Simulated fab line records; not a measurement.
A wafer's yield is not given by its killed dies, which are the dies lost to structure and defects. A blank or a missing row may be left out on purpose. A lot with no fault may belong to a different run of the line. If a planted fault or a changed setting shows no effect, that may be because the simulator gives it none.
fab line records | flow nand_harc
record: lots: 6 wafers: 18 last_day: 32
route steps=1302 shown A_DECK1_JOINT@537 A_ONON_D2@545 A_CHANNEL_HOLE_D2@570 END@1302
lots that met no fault: from a run of the same line without faults
start_h: the number of hours between the record's first day and the start of the first shown wafer of the lot | wait_h: time in hours since the lot's previous step | " the same as in the row above | L1.1+2: a row that stands for several wafers | - no value present, or no start provided | * or withheld: withheld | < > ~ a bound
route shown NAME@n: NAME is a module with steps in the file, n the number in the route of the first one | usual: mean/standard deviation of fault-free wafers | same: alike in all rows | chamber/n: place in a boat | sites: the reading at each site | _std_site: standard deviation across them | _edge_site: mean of outer sites minus mean of inner sites | radius_mm: how far each site lies from the wafer's centre | mask NAME#n: copy n | behind: the last tool/chamber to shape the wafer | hold: reason for holding the lot/hours on hold/outcome of the hold | device: transistor that didn't switch, given as n, p or np | end of line: tests run on the same wafers once the route is complete | a step with no rows: only its recipe | killed: the dies lost at the first sort to structure and to defects; this is not the yield of the wafer | map: shows each die of a wafer: x if killed, . if not, _ if none is there
set.NAME: the setting the step ran with; set.NAME@STEP: the setting that earlier step ran with | model.NAME: the simulator's own value behind a step, which no gauge read
lots at some steps of the route; a table a step, a row a wafer
services: the hour from which a tool's chamber was out of use, counted from the record's first day as start_h (under 0 if before that day), plus the number of hours and why
== steps ==
step: NHARC_A_DECK1_JOINT_ANNEAL_28
recipe: temp_c: 500 time_s: 1800 idle_temp_c: 400 ramp_up_c_per_min: 10 densification_p_h2o_torr: 640
step: NHARC_A_DECK1_JOINT_ANNEAL_29
recipe: temp_c: 750 time_s: 1800 idle_temp_c: 500 ramp_up_c_per_min: 10 ramp_down_c_per_min: 3
step: NHARC_A_DECK1_JOINT_CMP_02
recipe: material: SiOx
usual: motor_current_A: 12.0/0.8
columns lot.wafer tool chamber start_h wait_h motor_current_A
L821.2 cmp-01 2 283.53 0.4 11.0
L821.4 " 3 " " 12.0
L821.3 " 0 " " 12.5
L826.1 cmp-04 3 331.26 0.4 11.0
L826.4 " 1 " " 11.7
L826.5 " 2 " " 13.0
L828.3 cmp-04 0 350.80 0.4 11.7
L828.1 " 1 " " 11.7
L828.6 " 0 " " 10.9
L836.4 cmp-04 0 436.37 0.4 11.5
L836.3 " 3 " " 11.1
L836.5 " 0 " " 11.1
L838.1 cmp-04 1 455.36 0.4 12.2
L838.6 " 3 " " 11.1
L838.5 " 0 " " 11.4
L841.2 cmp-01 1 472.00 0.4 11.6
L841.4 " 0 " " 12.7
L841.5 " 2 " " 11.2
step: NHARC_A_DECK1_JOINT_SRD_15
step: NHARC_A_DECK1_JOINT_DEP_16
recipe: target_thk_a: 450 temp_c: 400 pressure_torr: 6.5 rf_w: 900 teos_flow_sccm: 161.4 flow_sccm: 2650 target_thk_nm: 45 gas: O2 material: SiO2
usual: flow_sccm: 2650/8.4 heater_power_w: 511/100 throttle_valve_pct: 15.7/0.43
columns lot.wafer tool chamber start_h wait_h flow_sccm heater_power_w throttle_valve_pct
L821.2 pecvd-04 2 283.92 0.1 2649 559 15.5
L821.3 " 1 " " 2638 269 15.4
L821.4 " 0 " " 2651 685 15.2
L826.1 pecvd-03 0 331.63 0.1 2640 519 15.8
L826.4 " 1 " " 2639 547 16.2
L826.5 " 2 " " 2637 592 15.3
L828.3 pecvd-04 1 351.22 0.1 2663 363 16.2
L828.1 " 2 " " 2642 528 15.9
L828.6 " 1 " " 2642 370 15.8
L836.3 pecvd-04 1 436.79 0.1 2636 348 15.9
L836.4 " 0 " " 2656 669 15.5
L836.5 " 2 " " 2650 520 16.3
L838.1 pecvd-03 2 455.76 0.1 2648 552 14.6
L838.5 " 0 " " 2638 595 15.3
L838.6 " 2 " " 2648 540 14.7
L841.2 pecvd-04 1 472.39 0.1 2662 349 15.8
L841.4 " 2 " " 2655 569 15.5
L841.5 " 0 " " 2653 615 14.8
step: NHARC_A_DECK1_JOINT_THK_MEAS_17
recipe: thk_meas_gauge: ellipsometry
usual: thk_nm: 45.1/1.2
columns lot.wafer tool chamber start_h wait_h thk_nm
L821.2 film_metro-02 - 284.20 0.3 45.0
L821.3 " - " " 44.5
L821.4 " - " " 42.9
L826.1 film_metro-02 - 331.91 0.3 44.1
L826.4 " - " " 42.5
L826.5 " - " " 45.7
L828.1 film_metro-01 - 351.47 0.2 45.2
L828.3 " - " " 44.3
L828.6 " - " " 45.8
L836.3 film_metro-02 - 437.04 0.2 43.2
L836.4 " - " " 46.1
L836.5 " - " " 43.1
L838.1 film_metro-01 - 455.98 0.2 46.6
L838.5 " - " " 45.4
L838.6 " - " " 45.9
L841.2 film_metro-02 - 472.67 0.3 46.3
L841.4 " - " " 45.3
L841.5 " - " " 45.7
step: NHARC_A_DECK1_JOINT_INSPECT_05
usual: raw_defect_count: 322/110
columns lot.wafer tool chamber start_h wait_h raw_defect_count
L821.2 defect_inspect-02 - 284.23 0.0 441
L821.3 " - " " 471
L821.4 " - " " 310
L826.1 defect_inspect-02 - 331.94 0.0 583
L826.4 " - " " 274
L826.5 " - " " 560
L828.1 defect_inspect-02 - 351.50 0.0 292
L828.3 " - " " 258
L828.6 " - " " 293
L836.3 defect_inspect-02 - 437.08 0.0 238
L836.4 " - " " 542
L836.5 " - " " 248
L838.1 defect_inspect-01 - 456.02 0.0 399
L838.5 " - " " 354
L838.6 " - " " 269
L841.2 defect_inspect-01 - 472.71 0.0 286
L841.4 " - " " 304
L841.5 " - " " 298
step: NHARC_A_ONON_D2_DEP_00
recipe: target_thk_a: 10000 n2_flow_sccm: 2750 n2o_flow_sccm: 2000 nh3_flow_sccm: 500 sih4_flow_sccm: 210 temp_c: 400
step: NHARC_A_ONON_D2_THK_MEAS_02
recipe: thk_meas_gauge: ellipsometry
usual: thk_nm: 1002/10
columns lot.wafer tool chamber start_h wait_h thk_nm
L821.2 film_metro-01 - 284.81 - 999
L821.3 " - " " 1000
L821.4 " - " " 1000
L826.1 film_metro-02 - 332.52 - 1009
L826.4 " - " " 1004
L826.5 " - " " 1009
L828.1 film_metro-01 - 352.08 - 1011
L828.3 " - " " 1012
L828.6 " - " " 1012
L836.3 film_metro-01 - 437.66 - 997
L836.4 " - " " 996
L836.5 " - " " 997
L838.1 film_metro-01 - 456.62 - 996
L838.5 " - " " 996
L838.6 " - " " 998
L841.2 film_metro-02 - 473.28 - 1005
L841.4 " - " " 1006
L841.5 " - " " 1005
step: NHARC_A_ONON_D2_DEP_03
recipe: target_thk_a: 10000 n2_flow_sccm: 2750 n2o_flow_sccm: 2000 nh3_flow_sccm: 500 sih4_flow_sccm: 210 temp_c: 400
step: NHARC_A_ONON_D2_THK_MEAS_05
recipe: thk_meas_gauge: ellipsometry
usual: thk_nm: 998/11
columns lot.wafer tool chamber start_h wait_h thk_nm
L821.2 film_metro-02 - 285.38 - 999
L821.3 " - " " 995
L821.4 " - " " 998
L826.1 film_metro-02 - 333.08 - 1000
L826.4 " - " " 999
L826.5 " - " " 1000
L828.1 film_metro-01 - 352.65 - 1005
L828.3 " - " " 1006
L828.6 " - " " 1010
L836.3 film_metro-02 - 438.22 - 986
L836.4 " - " " 988
L836.5 " - " " 987
L838.1 film_metro-02 - 457.18 - 979
L838.5 " - " " 980
L838.6 " - " " 977
L841.2 film_metro-01 - 473.85 - 1031
L841.4 " - " " 1031
L841.5 " - " " 1029
step: NHARC_A_ONON_D2_DEP_06
recipe: target_thk_a: 10000 n2_flow_sccm: 2750 n2o_flow_sccm: 2000 nh3_flow_sccm: 500 sih4_flow_sccm: 210 temp_c: 400
usual: n2o_flow_sccm: 2000/6.2
columns lot.wafer tool chamber start_h wait_h n2o_flow_sccm
L821.2 pecvd_onon-02 0 285.49 0.1 1998
L821.3 " 0 " " 2000
L821.4 " 0 " " 1997
L826.1 pecvd_onon-03 0 333.14 0.1 2002
L826.4 " 0 " " 2002
L826.5 " 0 " " 2000
L828.1 pecvd_onon-02 0 352.70 0.1 2016
L828.3 " 0 " " 2004
L828.6 " 0 " " 2008
L836.3 pecvd_onon-02 0 438.39 0.2 1992
L836.4 " 0 " " 1996
L836.5 " 0 " " 1996
L838.1 pecvd_onon-03 0 457.26 0.1 2008
L838.5 " 0 " " 2006
L838.6 " 0 " " 2005
L841.2 pecvd_onon-03 0 473.96 0.1 1998
L841.4 " 0 " " 1993
L841.5 " 0 " " 2002
step: NHARC_A_ONON_D2_THK_MEAS_08
recipe: thk_meas_gauge: ellipsometry
usual: thk_nm: 1005/7.6
columns lot.wafer tool chamber start_h wait_h thk_nm
L821.2 film_metro-01 - 285.94 - 997
L821.3 " - " " 998
L821.4 " - " " 996
L826.1 film_metro-02 - 333.65 - 1000
L826.4 " - " " 1000
L826.5 " - " " 1000
L828.1 film_metro-02 - 353.22 - 993
L828.3 " - " " 994
L828.6 " - " " 993
L836.3 film_metro-02 - 438.79 - 1003
L836.4 " - " " 1002
L836.5 " - " " 1003
L838.1 film_metro-01 - 457.77 - 1009
L838.5 " - " " 1009
L838.6 " - " " 1006
L841.2 film_metro-02 - 474.41 - 1009
L841.4 " - " " 1010
L841.5 " - " " 1008
step: NHARC_A_ONON_D2_DEP_09
recipe: target_thk_a: 10000 n2_flow_sccm: 2750 n2o_flow_sccm: 2000 nh3_flow_sccm: 500 sih4_flow_sccm: 210 temp_c: 400
step: NHARC_A_ONON_D2_THK_MEAS_11
recipe: thk_meas_gauge: ellipsometry
usual: thk_nm: 996/12
columns lot.wafer tool chamber start_h wait_h thk_nm
L821.2 film_metro-02 - 286.51 - 1002
L821.3 " - " " 1002
L821.4 " - " " 1003
L826.1 film_metro-02 - 334.23 - 993
L826.4 " - " " 996
L826.5 " - " " 993
L828.1 film_metro-01 - 353.78 - 985
L828.3 " - " " 987
L828.6 " - " " 987
L836.3 film_metro-01 - 439.35 - 1000
L836.4 " - " " 1000
L836.5 " - " " 1000
L838.1 film_metro-01 - 458.36 - 984
L838.5 " - " " 985
L838.6 " - " " 986
L841.2 film_metro-01 - 474.98 - 998
L841.4 " - " " 1001
L841.5 " - " " 1000
step: NHARC_A_ONON_D2_DEP_12
recipe: target_thk_a: 10000 n2_flow_sccm: 2750 n2o_flow_sccm: 2000 nh3_flow_sccm: 500 sih4_flow_sccm: 210 temp_c: 400
step: NHARC_A_ONON_D2_THK_MEAS_14
recipe: thk_meas_gauge: ellipsometry
usual: thk_nm: 999/9.9
columns lot.wafer tool chamber start_h wait_h thk_nm
L821.2 film_metro-01 - 287.07 - 981
L821.3 " - " " 980
L821.4 " - " " 981
L826.1 film_metro-01 - 334.79 - 994
L826.4 " - " " 994
L826.5 " - " " 994
L828.1 film_metro-01 - 354.35 - 995
L828.3 " - " " 995
L828.6 " - " " 995
L836.3 film_metro-02 - 439.91 - 994
L836.4 " - " " 997
L836.5 " - " " 993
L838.1 film_metro-01 - 458.94 - 1001
L838.5 " - " " 1002
L838.6 " - " " 1002
L841.2 film_metro-01 - 475.55 - 1009
L841.4 " - " " 1008
L841.5 " - " " 1008
step: NHARC_A_ONON_D2_ANNEAL_15
recipe: temp_c: 750 time_s: 3600
step: NHARC_A_ONON_D2_DEP_16
recipe: target_thk_a: 10000 n2_flow_sccm: 2750 n2o_flow_sccm: 2000 nh3_flow_sccm: 500 sih4_flow_sccm: 210 temp_c: 400
step: NHARC_A_ONON_D2_THK_MEAS_18
recipe: thk_meas_gauge: ellipsometry
usual: thk_nm: 1002/13
columns lot.wafer tool chamber start_h wait_h thk_nm
L821.2 film_metro-01 - 294.49 - 1006
L821.3 " - " " 1007
L821.4 " - " " 1007
L826.1 film_metro-02 - 342.14 - 984
L826.4 " - " " 985
L826.5 " - " " 985
L828.1 film_metro-02 - 362.11 - 994
L828.3 " - " " 994
L828.6 " - " " 994
L836.3 film_metro-02 - 447.26 - 999
L836.4 " - " " 1001
L836.5 " - " " 1000
L838.1 film_metro-01 - 467.24 - 982
L838.5 " - " " 983
L838.6 " - " " 985
L841.2 film_metro-01 - 483.32 - 1001
L841.4 " - " " 1001
L841.5 " - " " 999
step: NHARC_A_ONON_D2_DEP_19
recipe: target_thk_a: 10000 n2_flow_sccm: 2750 n2o_flow_sccm: 2000 nh3_flow_sccm: 500 sih4_flow_sccm: 210 temp_c: 400
step: NHARC_A_ONON_D2_THK_MEAS_21
recipe: thk_meas_gauge: ellipsometry
usual: thk_nm: 1000/9.2
columns lot.wafer tool chamber start_h wait_h thk_nm
L821.2 film_metro-02 - 295.06 - 989
L821.3 " - " " 990
L821.4 " - " " 990
L826.1 film_metro-01 - 342.71 - 1009
L826.4 " - " " 1010
L826.5 " - " " 1008
L828.1 film_metro-02 - 362.67 - 996
L828.3 " - " " 999
L828.6 " - " " 997
L836.3 film_metro-01 - 447.83 - 1009
L836.4 " - " " 1009
L836.5 " - " " 1011
L838.1 film_metro-02 - 467.81 - 1006
L838.5 " - " " 1006
L838.6 " - " " 1006
L841.2 film_metro-02 - 483.88 - 997
L841.4 " - " " 997
L841.5 " - " " 998
step: NHARC_A_ONON_D2_DEP_22
recipe: target_thk_a: 10000 n2_flow_sccm: 2750 n2o_flow_sccm: 2000 nh3_flow_sccm: 500 sih4_flow_sccm: 210 temp_c: 400
step: NHARC_A_ONON_D2_THK_MEAS_24
recipe: thk_meas_gauge: ellipsometry
usual: thk_nm: 999/12
columns lot.wafer tool chamber start_h wait_h thk_nm
L821.2 film_metro-01 - 295.63 - 1036
L821.3 " - " " 1036
L821.4 " - " " 1036
L826.1 film_metro-01 - 343.27 - 991
L826.4 " - " " 991
L826.5 " - " " 992
L828.1 film_metro-01 - 363.24 - 984
L828.3 " - " " 987
L828.6 " - " " 988
L836.3 film_metro-01 - 448.39 - 1000
L836.4 " - " " 999
L836.5 " - " " 1000
L838.1 film_metro-01 - 468.38 - 1007
L838.5 " - " " 1007
L838.6 " - " " 1007
L841.2 film_metro-02 - 484.45 - 993
L841.4 " - " " 993
L841.5 " - " " 993
step: NHARC_A_ONON_D2_DEP_25
recipe: target_thk_a: 10000 n2_flow_sccm: 2750 n2o_flow_sccm: 2000 nh3_flow_sccm: 500 sih4_flow_sccm: 210 temp_c: 400
step: NHARC_A_ONON_D2_THK_MEAS_27
recipe: thk_meas_gauge: ellipsometry
usual: thk_nm: 1004/11
columns lot.wafer tool chamber start_h wait_h thk_nm
L821.2 film_metro-01 - 296.20 - 1007
L821.3 " - " " 1008
L821.4 " - " " 1007
L826.1 film_metro-01 - 343.83 - 997
L826.4 " - " " 996
L826.5 " - " " 997
L828.1 film_metro-01 - 363.81 - 992
L828.3 " - " " 994
L828.6 " - " " 993
L836.3 film_metro-01 - 448.96 - 997
L836.4 " - " " 998
L836.5 " - " " 997
L838.1 film_metro-01 - 468.95 - 1011
L838.5 " - " " 1011
L838.6 " - " " 1010
L841.2 film_metro-02 - 485.02 - 984
L841.4 " - " " 984
L841.5 " - " " 985
step: NHARC_A_ONON_D2_DEP_28
recipe: target_thk_a: 10000 n2_flow_sccm: 2750 n2o_flow_sccm: 2000 nh3_flow_sccm: 500 sih4_flow_sccm: 210 temp_c: 400
step: NHARC_A_ONON_D2_THK_MEAS_30
recipe: thk_meas_gauge: ellipsometry
usual: thk_nm: 998/9.8
columns lot.wafer tool chamber start_h wait_h thk_nm
L821.2 film_metro-01 - 296.76 - 1010
L821.3 " - " " 1009
L821.4 " - " " 1008
L826.1 film_metro-01 - 344.40 - 1004
L826.4 " - " " 1004
L826.5 " - " " 1005
L828.1 film_metro-02 - 364.37 - 993
L828.3 " - " " 991
L828.6 " - " " 995
L836.3 film_metro-01 - 449.52 - 997
L836.4 " - " " 1001
L836.5 " - " " 998
L838.1 film_metro-01 - 469.51 - 1011
L838.5 " - " " 1010
L838.6 " - " " 1012
L841.2 film_metro-01 - 485.58 - 1004
L841.4 " - " " 1002
L841.5 " - " " 1002
step: NHARC_A_ONON_D2_DEP_33
recipe: target_thk_a: 2000 temp_c: 400 pressure_torr: 6.5 rf_w: 900 teos_flow_sccm: 161.4 flow_sccm: 2650 target_thk_nm: 200 gas: O2 material: SiO2
usual: flow_sccm: 2651/7.7 heater_power_w: 520/110 throttle_valve_pct: 15.8/0.46
columns lot.wafer tool chamber start_h wait_h flow_sccm heater_power_w throttle_valve_pct
L821.3 pecvd-01 1 296.86 0.1 2667 496 15.7
L821.2 " 2 " " 2655 524 16.5
L821.4 " 2 " " 2649 540 16.5
L826.1 pecvd-02 1 344.45 0.1 2656 469 16.4
L826.5 " 2 " " 2648 463 16.1
L826.4 " 0 " " 2654 511 15.7
L828.3 pecvd-01 1 364.43 0.1 2658 421 15.5
L828.1 " 2 " " 2635 645 15.6
L828.6 " 0 " " 2657 522 16.5
L836.3 pecvd-04 1 449.71 0.2 2650 359 16.0
L836.4 " 2 " " 2655 416 16.3
L836.5 " 2 " " 2641 451 16.3
L838.1 pecvd-01 2 469.66 0.1 2645 641 15.5
L838.5 " 0 " " 2643 669 16.4
L838.6 " 1 " " 2656 439 15.7
L841.2 pecvd-01 1 485.68 0.1 2649 530 15.6
L841.4 " 1 " " 2651 395 16.0
L841.5 " 2 " " 2654 561 15.5
step: NHARC_A_ONON_D2_THK_MEAS_34
recipe: thk_meas_gauge: ellipsometry
usual: thk_nm: 200.8/2.8
columns lot.wafer tool chamber start_h wait_h thk_nm
L821.2 film_metro-01 - 297.26 - 200.8
L821.3 " - " " 198.2
L821.4 " - " " 203.2
L826.1 film_metro-01 - 344.87 - 197.4
L826.4 " - " " 198.5
L826.5 " - " " 196.4
L828.1 film_metro-01 - 364.85 - 202.4
L828.3 " - " " 197.2
L828.6 " - " " 201.2
L836.3 film_metro-02 - 450.12 0.3 202.4
L836.4 " - " " 198.7
L836.5 " - " " 201.0
L838.1 film_metro-02 - 469.98 - 201.2
L838.5 " - " " 200.0
L838.6 " - " " 205.3
L841.2 film_metro-01 - 486.05 - 200.8
L841.4 " - " " 204.3
L841.5 " - " " 203.2
step: NHARC_A_CHANNEL_HOLE_D2_DEP_00
recipe: target_thk_a: 31000 temp_c: 400 material: aC
usual: throttle_valve_pct: 34.999/0.0093
columns lot.wafer tool chamber start_h wait_h throttle_valve_pct
L821.2 acl_dep-02 0 297.73 0.4 34.992
L821.3 " 0 " " 34.996
L821.4 " 0 " " 34.999
L826.1 acl_dep-01 0 345.95 1.0 35.008
L826.4 " 0 " " 34.993
L826.5 " 0 " " 35.005
L828.1 acl_dep-02 0 366.73 1.8 35.006
L828.3 " 0 " " 35.002
L828.6 " 0 " " 35.000
L836.3 acl_dep-03 0 452.88 2.7 34.980
L836.4 " 0 " " 35.014
L836.5 " 0 " " 34.977
L838.1 acl_dep-01 0 470.97 0.9 35.012
L838.5 " 0 472.23 2.2 34.988
L838.6 " 0 " " 34.993
L841.2 acl_dep-01 0 489.18 3.1 34.997
L841.4 " 0 " " 34.999
L841.5 " 0 " " 35.011
step: NHARC_A_CHANNEL_HOLE_D2_DEP_01
recipe: target_thk_a: 1400 target_thk_nm: 140 temp_c: 400 pressure_torr: 3.5 flow_sccm: 200 rf_w: 350 material: SiON
usual: heater_power_w: 732/110
columns lot.wafer tool chamber start_h wait_h heater_power_w
L821.2 pecvd-04 2 299.36 1.3 681
L821.3 " 1 " " 487
L821.4 " 2 " " 680
L826.1 pecvd-04 2 347.90 1.6 756
L826.5 " 2 " " 749
L826.4 " 0 " " 812
L828.1 pecvd-01 0 368.72 1.7 870
L828.3 " 1 " " 659
L828.6 " 0 " " 885
L836.3 pecvd-03 0 454.23 1.0 803
L836.4 " 1 " " 726
L836.5 " 2 " " 791
L838.1 pecvd-04 0 472.88 1.6 755
L838.5 " 0 " " 759
L838.6 " 1 " " 520
L841.2 pecvd-04 1 490.82 1.3 556
L841.4 " 1 " " 460
L841.5 " 2 " " 768
step: NHARC_A_CHANNEL_HOLE_D2_DEHYDRATE_02
recipe: temp_c: 150 time_s: 120
step: NHARC_A_CHANNEL_HOLE_D2_HMDS_03
recipe: time_s: 30
step: NHARC_A_CHANNEL_HOLE_D2_COAT_36
recipe: temp_c: 260 time_s: 75
step: NHARC_A_CHANNEL_HOLE_D2_COAT_37
recipe: temp_c: 225 time_s: 65
step: NHARC_A_CHANNEL_HOLE_D2_COAT_04
recipe: spin_rpm: 1500 resist_thk_nm: 90
step: NHARC_A_CHANNEL_HOLE_D2_SOFTBAKE_05
recipe: temp_c: 105 time_s: 55
step: NHARC_A_CHANNEL_HOLE_D2_EBR_06
step: NHARC_END_SORT_01
recipe: temp_c: 25
usual: killed_at_array: 52/18 killed_at_other: 0.6/0.83 killed_at_periphery: 4.3/2.8 killed_dies: 57/19 killed_open: 3.4/2 killed_short: 2.5/1.7
same: gross_dies: 677
columns lot.wafer tool chamber start_h wait_h killed_at_array killed_at_other killed_at_periphery killed_dies killed_open killed_short
L828.1 prober-02 0 645.62 2.5 68 0 2 70 1 3
L828.3 prober-02 0 647.19 3.1 59 1 0 60 1 1
L828.6 prober-02 0 649.55 3.9 62 0 1 63 2 1
L838.1 prober-01 0 731.30 2.5 121 0 7 128 5 1
L838.5 prober-01 0 734.57 3.8 112 0 4 116 3 0
L838.6 prober-01 0 735.38 4.1 124 2 5 131 3 2
L841.2 prober-01 0 766.07 2.8 107 0 11 118 4 0
L841.4 prober-01 0 767.66 3.4 100 0 12 112 9 0
L841.5 prober-01 0 768.46 3.7 103 0 9 112 3 1
killed by level:class
L828.1 A_CHANNEL_HOLE_D2:chamber_film_flake=36 A_SLIT:chamber_film_flake=20 A_CONTACT:chamber_film_flake=6 A_SGD_CUT:geometric_particle:short=2 A_CHANNEL_FILL_D1:geometric_particle:short=1 A_WL_FILL:geometric_particle:open=1 P_GATE:chamber_film_flake=1 P_BONDPAD:chamber_film_flake=1
L828.3 A_CHANNEL_HOLE_D2:chamber_film_flake=29 A_SLIT:chamber_film_flake=16 A_CONTACT:chamber_film_flake=9 A_ONON_D1:geometric_particle:short=1 A_M0:geometric_particle:open=1 A_CHANNEL_HOLE_D1:chamber_film_flake=1 A_CHANNEL_FILL_D2:chamber_film_flake=1 A_WL_FILL:chamber_film_flake=1
L828.6 A_CHANNEL_HOLE_D2:chamber_film_flake=35 A_SLIT:chamber_film_flake=20 A_CONTACT:chamber_film_flake=3 A_CHANNEL_HOLE_D1:chamber_film_flake=2 P_CONTACT:geometric_particle:open=1 A_CHANNEL_FILL_D1:geometric_particle:short=1 A_SGD_CUT:geometric_particle:open=1
L838.1 A_ONON_D2:unspecified=59 A_CHANNEL_HOLE_D1:chamber_film_flake=29 A_SLIT:chamber_film_flake=18 A_STAIRCASE:chamber_film_flake=5 P_CONTACT:chamber_film_flake=3 A_CONTACT:chamber_film_flake=3 P_GATE:chamber_film_flake=2 P_M0:geometric_particle:open=1
L838.5 A_ONON_D2:unspecified=54 A_CHANNEL_HOLE_D1:chamber_film_flake=25 A_SLIT:chamber_film_flake=20 A_STAIRCASE:chamber_film_flake=5 A_WL_FILL:chamber_film_flake=3 A_CONTACT:chamber_film_flake=3 P_CONTACT:chamber_film_flake=2 P_CONTACT:geometric_particle:open=1
L838.6 A_ONON_D2:unspecified=52 A_CHANNEL_HOLE_D1:chamber_film_flake=37 A_SLIT:chamber_film_flake=16 A_STAIRCASE:chamber_film_flake=7 A_CONTACT:chamber_film_flake=5 P_CONTACT:chamber_film_flake=3 THIN_TSV:chamber_film_flake=2 A_ONON_D1:geometric_particle:open=1
L841.2 A_ONON_D2:unspecified=56 A_STAIRCASE:chamber_film_flake=17 A_SLIT:chamber_film_flake=16 A_CHANNEL_HOLE_D1:chamber_film_flake=8 A_SGD_CUT:chamber_film_flake=6 P_GATE:chamber_film_flake=5 P_M1:chamber_film_flake=4 P_M0:geometric_particle:open=2
L841.4 A_ONON_D2:unspecified=56 A_SLIT:chamber_film_flake=15 P_M1:chamber_film_flake=7 A_CHANNEL_HOLE_D1:chamber_film_flake=7 A_STAIRCASE:chamber_film_flake=5 A_SGD_CUT:chamber_film_flake=4 A_M0:geometric_particle:open=3 P_GATE:chamber_film_flake=3
L841.5 A_ONON_D2:unspecified=57 A_SLIT:chamber_film_flake=20 A_STAIRCASE:chamber_film_flake=10 P_GATE:chamber_film_flake=4 P_M1:chamber_film_flake=4 A_WL_FILL:chamber_film_flake=3 A_M0:geometric_particle:open=2 A_CHANNEL_HOLE_D1:chamber_film_flake=2
map L838.6 (x killed, . not)
____________.____________
_________......._________
_______..........._______
______.............______
_____.x............._____
____......x..........____
____.................____
___........x..........___
___...................___
__...........x.........__
__.....................__
_.........x............._
_..............x....x..._
_............x.........._
_............x.x..x....._
_......................._
........x...............x
............x.xx.x....x..
...........x..xxxxx......
.............xxxxxx...x..
.............xxxxx.......
_..x........xx.xxx......_
_.............x.xxx....._
_............xxxxx......_
_.........x.x..xxx......_
_...........x..x........_
__.....x...............__
__..........x..........__
___..x..x...x.x.x.....___
___xxx......xxxxx.x...___
____xxx....xx.xxx....____
____xxxx..xxxxxxxx...____
_____xxx..xxxxxxxxx._____
______xx..xxxxxxxxx______
_______....xxxxxxx_______
_________.xxxxxx_________
____________x____________
map L841.2 (x killed, . not)
____________x____________
_________.x....._________
_______....x......_______
______......x......______
_____....x....x....x_____
____........x........____
____xx.......x.......____
___...................___
___..........x........___
__.....................__
__..............x......__
_....x...x.............._
_..........x............_
_.......xx......x......._
_......................._
_......................._
......xx.x...............
...........x.............
..................x......
.....x...x...............
......x....x........x....
_....x................x._
_......................._
_......................._
_..x...................._
_.xxx.x...............x._
__.xx................x.__
__...xx.........x......__
___xxxx......xxxxx....___
___xxxx....xx.xxxx....___
____x.x....xxxxx.x...____
____xx.....xxxxxxxx..____
_____xxx..xxxxxxxx.._____
______x...xxxxxxxxx______
_______.x.xxxxxxxx_______
_________xxxxxxx_________
____________x____________
== services ==
columns tool chamber start_h hours kind
pecvd-04 - 269.23 13.0 pm
cmp-01 - 283.68 4.0 pm
cmp-04 - 287.24 10.4 repair
cmp-01 - 303.94 0.9 repair
cmp-04 - 308.60 4.0 pm
acl_dep-02 - 309.16 7.4 repair
pecvd-01 - 311.00 13.0 pm
pecvd-01 1 346.27 3.7 repair
cmp-04 - 362.18 3.9 repair
pecvd_onon-02 - 366.09 13.0 pm
pecvd-03 - 366.59 13.0 pm
cmp-01 - 369.87 2.2 repair
acl_dep-01 - 373.09 13.0 pm
pecvd-03 1 380.76 5.9 repair
pecvd-03 - 390.45 2.9 repair
cmp-04 - 406.60 4.0 pm
pecvd_onon-03 - 408.00 13.0 pm
cmp-04 - 418.70 2.1 repair
cmp-04 - 424.79 1.0 repair
cmp-04 - 440.81 4.5 repair
pecvd-04 0 447.24 10.6 repair
pecvd-04 - 450.24 13.0 pm
pecvd-03 1 470.53 3.4 repair
cmp-04 - 490.84 2.9 repair
== key ==
first_sign: step: NHARC_END_SORT_01 reading: killed_dies direction: up sigmas: 3.4 usual: 57 struck: 120
effect: step: NHARC_END_SORT_01 reading: killed_at_array direction: up sigmas: 3.2 usual: 52 struck: 111
more_kills_born_at: NHARC_A_ONON_D2_DEP_06@pecvd_onon-03: 334
met_at NHARC_A_ONON_D2_DEP_06
struck_wafers L838.1,L838.5,L838.6,L841.2,L841.4,L841.5
tester_left_out L838,L841
onset_between 333.14 457.26
also_fits time
fault: kind: chamber_particle_source tool: pecvd_onon-03 chamber: - onset_h: 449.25 steps: NHARC_A_ONON_D2_DEP_06 rate_per_visit_cm2: 1.1182 end_h: 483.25
tester_left_out: of these lots the tester's yield and bins aren't shown, on N5 and GAA mostly nor the transistor test; their killed dies are dies lost to structure and defects alone, not to doping, threshold or leakage, so they don't give the yield
